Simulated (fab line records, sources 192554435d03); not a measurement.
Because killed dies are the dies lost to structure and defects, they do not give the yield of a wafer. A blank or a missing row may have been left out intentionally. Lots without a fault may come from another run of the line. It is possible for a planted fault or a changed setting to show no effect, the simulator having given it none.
The tool behind it: which one? | flow n5-finfet | 72 wafers from 24 lots sampled at 6 of the route's 1938 steps

## WHAT THE GAUGES SHOWED, per wafer
N5_BEOL_M14_RS_MEAS_54: a four-point-probe measurement.
lot  | measured     | on            | M14_RS (ohm/sq)
L074 | day 11 11:59 | film-metro-02 | 0.0341 0.0335 0.0340
L075 | day 11 13:31 | film-metro-01 | 0.0334 0.0331 0.0336
L076 | day 11 14:52 | film-metro-02 | 0.0333 0.0333 0.0334
L077 | day 12 03:38 | film-metro-02 | 0.0328 0.0337 0.0327
L078 | day 12 05:20 | film-metro-02 | 0.0329 0.0333 0.0329
L079 | day 12 06:25 | film-metro-02 | 0.0328 0.0330 0.0330
L080 | day 12 11:43 | film-metro-02 | 0.0340 0.0349 0.0347
L081 | day 12 17:44 | film-metro-02 | 0.0343 0.0316 0.0341
L082 | day 13 05:25 | film-metro-02 | 0.0336 0.0328 0.0326
L083 | day 13 06:15 | film-metro-01 | 0.0329 0.0337 0.0336
L084 | day 13 14:37 | film-metro-02 | 0.0326 0.0332 0.0325
L085 | day 13 18:01 | film-metro-02 | 0.0328 0.0331 0.0325
L086 | day 14 00:36 | film-metro-01 | 0.0335 0.0341 0.0338
L088 | day 14 07:34 | film-metro-02 | 0.0329 0.0333 0.0330
L089 | day 14 14:04 | film-metro-01 | 0.0341 0.0340 0.0321
L090 | day 14 15:42 | film-metro-01 | 0.0319 0.0342 0.0340
L087 | day 14 18:26 | film-metro-02 | 0.0332 0.0328 0.0325
L091 | day 14 22:26 | film-metro-01 | 0.0345 0.0346 0.0347
L092 | day 16 16:50 | film-metro-01 | 0.0336 0.0337 0.0331
L093 | day 16 23:16 | film-metro-01 | 0.0335 0.0339 0.0331
L094 | day 16 23:20 | film-metro-01 | 0.0341 0.0319 0.0345
L097 | day 16 23:55 | film-metro-01 | 0.0317 0.0338 0.0337
L095 | day 17 02:58 | film-metro-01 | 0.0331 0.0328 0.0329
L096 | day 18 05:28 | film-metro-01 | 0.0336 0.0343 0.0316

N5_MIM_BOT_LITHO_OVL_MEAS_11.
lot  | measured     | on         | MIM_BOT_OVL (nm)
L074 | day 11 22:43 | overlay-01 | -2 4 -3
L075 | day 11 23:47 | overlay-02 | -10 -8 0
L076 | day 12 03:36 | overlay-02 | -11 -2 -1
L077 | day 12 17:37 | overlay-02 | -3 -2 -4
L078 | day 12 18:05 | overlay-01 | -7 -2 2
L079 | day 12 18:17 | overlay-02 | -4 8 3
L080 | day 12 20:41 | overlay-01 | 0 -7 -2
L081 | day 13 05:24 | overlay-02 | -2 -9 -4
L082 | day 13 16:39 | overlay-02 | -7 -2 -3
L083 | day 13 16:41 | overlay-02 | 4 0 12
L084 | day 14 01:11 | overlay-01 | -6 -8 -9
L085 | day 14 04:08 | overlay-02 | -8 -3 -5
L086 | day 14 13:34 | overlay-02 | -1 -3 0
L088 | day 14 16:40 | overlay-01 | 6 0 0
L089 | day 15 01:20 | overlay-01 | -3 -5 -6
L090 | day 15 06:50 | overlay-02 | -11 -7 -17
L087 | day 15 07:52 | overlay-02 | 1 -9 -7
L091 | day 15 08:25 | overlay-01 | -11 4 2
L092 | day 17 03:25 | overlay-02 | -1 -1 -3
L093 | day 17 13:01 | overlay-02 | 4 6 8
L094 | day 17 13:10 | overlay-02 | 3 -2 3
L097 | day 17 17:32 | overlay-02 | -4 -14 -13
L095 | day 17 19:38 | overlay-02 | -5 -5 8
L096 | day 18 17:28 | overlay-01 | 5 2 5

## EACH LOT AND THE TOOL THAT RAN IT (in order: tool; ch and the chambers of the sampled wafers; start)
lot  | N5_BEOL_M14_PRE_CLEAN_42     | N5_BEOL_M14_DEP_53              | N5_BEOL_M15_ETCH_59                | N5_MIM_TOP_ETCH_STRIP_01
L074 | pvd-sputter-01, day 11 10:46 | pecvd-01 ch 0,1,2, day 11 11:56 | rie-diel-02 ch 0,1,3, day 11 12:44 | rie-diel-02 ch 0,3, day 11 22:16
L075 | pvd-sputter-03, day 11 12:17 | pecvd-04 ch 0,2, day 11 13:26   | rie-diel-04 ch 2,3, day 11 14:51   | rie-diel-04 ch 0,3, day 11 23:20
L076 | pvd-sputter-02, day 11 13:21 | pecvd-01 ch 0,2, day 11 14:47   | rie-diel-04 ch 2,3, day 11 16:12   | rie-diel-06 ch 1,2,3, day 12 03:08
L077 | pvd-sputter-03, day 12 02:25 | pecvd-04 ch 0,1,2, day 12 03:34 | rie-diel-02 ch 0,1,3, day 12 04:23 | rie-diel-04 ch 1,2,3, day 12 17:02
L078 | pvd-sputter-02, day 12 04:06 | pecvd-03 ch 0,1,2, day 12 05:16 | rie-diel-02 ch 0,1, day 12 06:13   | rie-diel-04 ch 1,2, day 12 17:38
L079 | pvd-sputter-02, day 12 04:59 | pecvd-03 ch 0,1, day 12 06:20   | rie-diel-02 ch 0,1,2, day 12 07:16 | rie-diel-06 ch 0,3, day 12 17:43
L080 | pvd-sputter-01, day 12 09:30 | pecvd-04 ch 0,2, day 12 11:39   | rie-diel-04 ch 0,3, day 12 12:35   | rie-diel-06 ch 0,2,3, day 12 20:07
L081 | pvd-sputter-03, day 12 16:20 | pecvd-03 ch 0,1,2, day 12 17:40 | rie-diel-02 ch 0,1, day 12 18:28   | rie-diel-04 ch 0,3, day 13 04:56
L082 | pvd-sputter-01, day 13 04:11 | pecvd-03 ch 0,1,2, day 13 05:21 | rie-diel-04 ch 0,1,3, day 13 06:17 | rie-diel-06 ch 0,2,3, day 13 16:04
L083 | pvd-sputter-03, day 13 05:02 | pecvd-01 ch 0,1,2, day 13 06:11 | rie-diel-02 ch 0,1,3, day 13 07:07 | rie-diel-02 ch 0,1,3, day 13 16:07
L084 | pvd-sputter-02, day 13 13:23 | pecvd-04 ch 0,2, day 13 14:33   | rie-diel-02 ch 0,3, day 13 15:33   | rie-diel-02 ch 0,1,2, day 14 00:37
L085 | pvd-sputter-01, day 13 16:47 | pecvd-04 ch 1,2, day 13 17:56   | rie-diel-04 ch 2,3, day 13 18:45   | rie-diel-04 ch 2,3, day 14 03:41
L086 | pvd-sputter-01, day 13 23:22 | pecvd-04 ch 0,2, day 14 00:32   | rie-diel-02 ch 0,1, day 14 01:26   | rie-diel-06 ch 1,2,3, day 14 12:58
L088 | pvd-sputter-02, day 14 06:19 | pecvd-01 ch 0,2, day 14 07:29   | rie-diel-06 ch 1,2,3, day 14 08:34 | rie-diel-02 ch 1,2,3, day 14 16:05
L089 | pvd-sputter-01, day 14 12:04 | pecvd-03 ch 0,1, day 14 14:00   | rie-diel-02 ch 1,2,3, day 14 15:03 | rie-diel-06 ch 0,1,2, day 15 00:53
L090 | pvd-sputter-02, day 14 14:25 | pecvd-01 ch 0,2, day 14 15:37   | rie-diel-04 ch 1,2, day 14 16:53   | rie-diel-06 ch 0,1,3, day 15 06:22
L087 | pvd-sputter-02, day 14 17:11 | pecvd-04 ch 0,1,2, day 14 18:22 | rie-diel-06 ch 0,1,2, day 14 19:18 | rie-diel-06 ch 0,3, day 15 07:25
L091 | pvd-sputter-03, day 14 21:10 | pecvd-03 ch 1,2, day 14 22:22   | rie-diel-04 ch 1,2, day 14 23:34   | rie-diel-04 ch 0,1,2, day 15 07:58
L092 | pvd-sputter-02, day 16 15:36 | pecvd-03 ch 0,1,2, day 16 16:47 | rie-diel-06 ch 0,1,2, day 16 17:48 | rie-diel-04 ch 0,1,3, day 17 02:51
L093 | pvd-sputter-03, day 16 21:43 | pecvd-04 ch 0,1,2, day 16 23:12 | rie-diel-02 ch 1,2,3, day 17 00:00 | rie-diel-04 ch 0,1,3, day 17 12:26
L094 | pvd-sputter-02, day 16 22:04 | pecvd-03 ch 0,2, day 16 23:17   | rie-diel-02 ch 0,2,3, day 17 00:25 | rie-diel-02 ch 1,2,3, day 17 12:34
L097 | pvd-sputter-02, day 16 22:41 | pecvd-03 ch 0,2, day 16 23:52   | rie-diel-04 ch 0,3, day 17 01:36   | rie-diel-02 ch 0,1,3, day 17 17:05
L095 | pvd-sputter-03, day 17 01:41 | pecvd-04 ch 0,1,2, day 17 02:54 | rie-diel-02 ch 2,3, day 17 03:43   | rie-diel-04 ch 0,1,3, day 17 19:02
L096 | pvd-sputter-02, day 18 03:56 | pecvd-03 ch 0,1,2, day 18 05:25 | rie-diel-06 ch 0,2,3, day 18 06:13 | rie-diel-06 ch 0,1,2, day 18 17:01
- N5_BEOL_M14_PRE_CLEAN_42: time 30 s.
- N5_BEOL_M14_DEP_53: deposits SiCN from 3MS/NH3, target thk 50 nm, time 17.8 s.
- N5_BEOL_M15_ETCH_59: etches BARC in N2/H2, target depth 89 nm, overetch 26.7 nm, time 67.9 s.
- N5_MIM_TOP_ETCH_STRIP_01: strips in O2.

## WHAT THE TOOLS THEMSELVES READ (means of the sampled wafers that have a number; where no wafer has one, the mark that the record gives instead)
N5_BEOL_M14_PRE_CLEAN_42.
lot  | tool           | heater-power-w (W)
L074 | pvd-sputter-01 | 510
L075 | pvd-sputter-03 | 480
L076 | pvd-sputter-02 | 459
L077 | pvd-sputter-03 | 442
L078 | pvd-sputter-02 | 475
L079 | pvd-sputter-02 | 451
L080 | pvd-sputter-01 | 495
L081 | pvd-sputter-03 | 468
L082 | pvd-sputter-01 | 514
L083 | pvd-sputter-03 | 450
L084 | pvd-sputter-02 | 460
L085 | pvd-sputter-01 | 506
L086 | pvd-sputter-01 | 522
L088 | pvd-sputter-02 | 448
L089 | pvd-sputter-01 | 522
L090 | pvd-sputter-02 | 474
L087 | pvd-sputter-02 | 472
L091 | pvd-sputter-03 | 500
L092 | pvd-sputter-02 | 500
L093 | pvd-sputter-03 | 474
L094 | pvd-sputter-02 | 471
L097 | pvd-sputter-02 | 468
L095 | pvd-sputter-03 | 509
L096 | pvd-sputter-02 | 482

N5_BEOL_M14_DEP_53.
lot  | tool     | showerhead-plenum-p-Torr (Torr) | throttle-valve-pct (%)
L074 | pecvd-01 | 4.168                           | 17.9
L075 | pecvd-04 | 4.166                           | 16.8
L076 | pecvd-01 | 4.161                           | 17.5
L077 | pecvd-04 | 4.152                           | 17.0
L078 | pecvd-03 | 4.152                           | 18.6
L079 | pecvd-03 | 4.166                           | 19.6
L080 | pecvd-04 | 4.161                           | 17.0
L081 | pecvd-03 | 4.162                           | 18.7
L082 | pecvd-03 | 4.157                           | 18.5
L083 | pecvd-01 | 4.167                           | 18.2
L084 | pecvd-04 | 4.175                           | 17.1
L085 | pecvd-04 | 4.146                           | 17.3
L086 | pecvd-04 | 4.166                           | 17.0
L088 | pecvd-01 | 4.141                           | 17.6
L089 | pecvd-03 | 4.168                           | 18.8
L090 | pecvd-01 | 4.154                           | 17.6
L087 | pecvd-04 | 4.168                           | 17.3
L091 | pecvd-03 | 4.163                           | 19.1
L092 | pecvd-03 | 4.160                           | 18.6
L093 | pecvd-04 | 4.157                           | 17.3
L094 | pecvd-03 | 4.155                           | 17.9
L097 | pecvd-03 | 4.146                           | 17.6
L095 | pecvd-04 | 4.150                           | 17.2
L096 | pecvd-03 | 4.154                           | 18.7

N5_BEOL_M15_ETCH_59.
lot  | tool        | drypump-motor-current-A (A) | n2-flow-sccm (sccm) | oes-product-au (a.u.) | rf-vpp-V (V) | showerhead-plenum-p-Torr (Torr) | throttle-valve-pct (%)
L074 | rie-diel-02 | 5.6                         | 199.6               | 0.72                  | 524.7        | 2.59                            | 18.01
L075 | rie-diel-04 | 5.9                         | 200.4               | 0.62                  | 526.5        | 2.63                            | 17.86
L076 | rie-diel-04 | 5.9                         | 200.5               | 0.62                  | 525.9        | 2.63                            | 17.86
L077 | rie-diel-02 | 5.6                         | 199.7               | 0.72                  | 525.3        | 2.59                            | 18.02
L078 | rie-diel-02 | 5.7                         | 199.8               | 0.74                  | 524.2        | 2.59                            | 18.16
L079 | rie-diel-02 | 5.7                         | 199.8               | 0.69                  | 523.5        | 2.57                            | 18.12
L080 | rie-diel-04 | 5.5                         | 200.1               | 0.61                  | 525.7        | 2.59                            | 17.95
L081 | rie-diel-02 | 5.7                         | 200.9               | 0.74                  | 524.7        | 2.59                            | 18.16
L082 | rie-diel-04 | 5.7                         | 199.6               | 0.63                  | 523.5        | 2.53                            | 17.87
L083 | rie-diel-02 | 5.6                         | 199.8               | 0.71                  | 524.3        | 2.59                            | 18.03
L084 | rie-diel-02 | 5.4                         | 200.0               | 0.71                  | 525.1        | 2.59                            | 17.99
L085 | rie-diel-04 | 5.6                         | 200.3               | 0.61                  | 525.7        | 2.63                            | 17.99
L086 | rie-diel-02 | 5.7                         | 200.8               | 0.72                  | 525.0        | 2.59                            | 18.19
L088 | rie-diel-06 | 5.6                         | 199.6               | 0.65                  | 521.7        | 2.47                            | 18.09
L089 | rie-diel-02 | 5.6                         | 199.8               | 0.66                  | 524.2        | 2.56                            | 18.01
L090 | rie-diel-04 | 6.0                         | 199.1               | 0.63                  | 524.6        | 2.56                            | 17.82
L087 | rie-diel-06 | 5.5                         | 199.3               | 0.70                  | 523.2        | 2.53                            | 17.79
L091 | rie-diel-04 | 5.9                         | 200.2               | 0.64                  | 523.2        | 2.50                            | 17.83
L092 | rie-diel-06 | 5.5                         | 199.7               | 0.69                  | 523.5        | 2.53                            | 17.82
L093 | rie-diel-02 | 5.6                         | 200.1               | 0.73                  | 524.1        | 2.55                            | 17.87
L094 | rie-diel-02 | 5.4                         | 200.0               | 0.73                  | 523.7        | 2.56                            | 17.81
L097 | rie-diel-04 | 5.7                         | 200.1               | 0.75                  | 524.2        | 2.53                            | 17.63
L095 | rie-diel-02 | 5.3                         | 200.2               | 0.70                  | 523.6        | 2.55                            | 17.68
L096 | rie-diel-06 | 5.5                         | 200.7               | 0.67                  | 522.2        | 2.49                            | 17.91

N5_MIM_TOP_ETCH_STRIP_01.
lot  | tool        | drypump-motor-current-A (A) | oes-product-au (a.u.) | rf-vpp-V (V) | showerhead-plenum-p-Torr (Torr) | throttle-valve-pct (%)
L074 | rie-diel-02 | 5.2                         | 0.82                  | 3.5          | 2.12                            | 16.52
L075 | rie-diel-04 | 5.6                         | 0.72                  | 2.5          | 2.12                            | 16.58
L076 | rie-diel-06 | 5.6                         | 0.77                  | 3.7          | 2.05                            | 16.92
L077 | rie-diel-04 | 5.7                         | 0.74                  | 4.2          | 2.12                            | 16.63
L078 | rie-diel-04 | 6.0                         | 0.74                  | 3.7          | 2.12                            | 16.61
L079 | rie-diel-06 | 5.2                         | 0.90                  | 4.0          | 2.10                            | 16.47
L080 | rie-diel-06 | 5.5                         | 0.84                  | 3.6          | 2.07                            | 16.68
L081 | rie-diel-04 | 5.7                         | 0.70                  | 3.2          | 2.08                            | 16.61
L082 | rie-diel-06 | 5.5                         | 0.84                  | 5.2          | 2.06                            | 16.68
L083 | rie-diel-02 | 5.6                         | 0.84                  | 2.4          | 2.13                            | 16.76
L084 | rie-diel-02 | 5.7                         | 0.79                  | 3.2          | 2.11                            | 16.87
L085 | rie-diel-04 | 5.9                         | 0.71                  | 3.2          | 2.16                            | 16.61
L086 | rie-diel-06 | 5.6                         | 0.76                  | 3.3          | 2.05                            | 16.92
L088 | rie-diel-02 | 5.6                         | 0.76                  | 3.6          | 2.10                            | 16.73
L089 | rie-diel-06 | 5.5                         | 0.82                  | 5.6          | 2.09                            | 16.63
L090 | rie-diel-06 | 5.3                         | 0.80                  | 5.4          | 2.07                            | 16.78
L087 | rie-diel-06 | 5.4                         | 0.78                  | 4.9          | 2.04                            | 16.87
L091 | rie-diel-04 | 5.9                         | 0.83                  | 3.7          | 2.08                            | 16.50
L092 | rie-diel-04 | 5.7                         | 0.80                  | 2.7          | 2.07                            | 16.49
L093 | rie-diel-04 | 5.7                         | 0.81                  | 3.1          | 2.06                            | 16.51
L094 | rie-diel-02 | 5.6                         | 0.85                  | 3.5          | 2.09                            | 16.58
L097 | rie-diel-02 | 5.6                         | 0.80                  | 3.9          | 2.12                            | 16.81
L095 | rie-diel-04 | 5.7                         | 0.79                  | 5.4          | 2.06                            | 16.53
L096 | rie-diel-06 | 5.5                         | 0.80                  | 3.1          | 2.08                            | 16.69

## THE ANSWER, worked out from the rows above alone
Rule: usual is defined by the lots themselves. The widest of any qualifying gaps counts: lots, ordered by their means at a reading, are off when they make up no more than a third of the lots, leave a main group of 4 or more, and stand apart from it by 3 or more times the standard deviation of that group's means. Not used: any main group whose means are identical at the precision the tables above print for the reading. A lot without any number at a reading at which 4 lots or more have one is off too. Any other lot the step has rows for is counted as sound. Order of review: gauges by route order, followed by the tools' own readings, for which a lot's mean as printed above is used. At the first step where some lot is off, the reading lying furthest off is the one used; lots without a number count as furthest.
No lot is off on any of the readings shown, so nothing can be concluded from this.

## WHAT HAD BEEN PUT IN BY THE SIMULATOR
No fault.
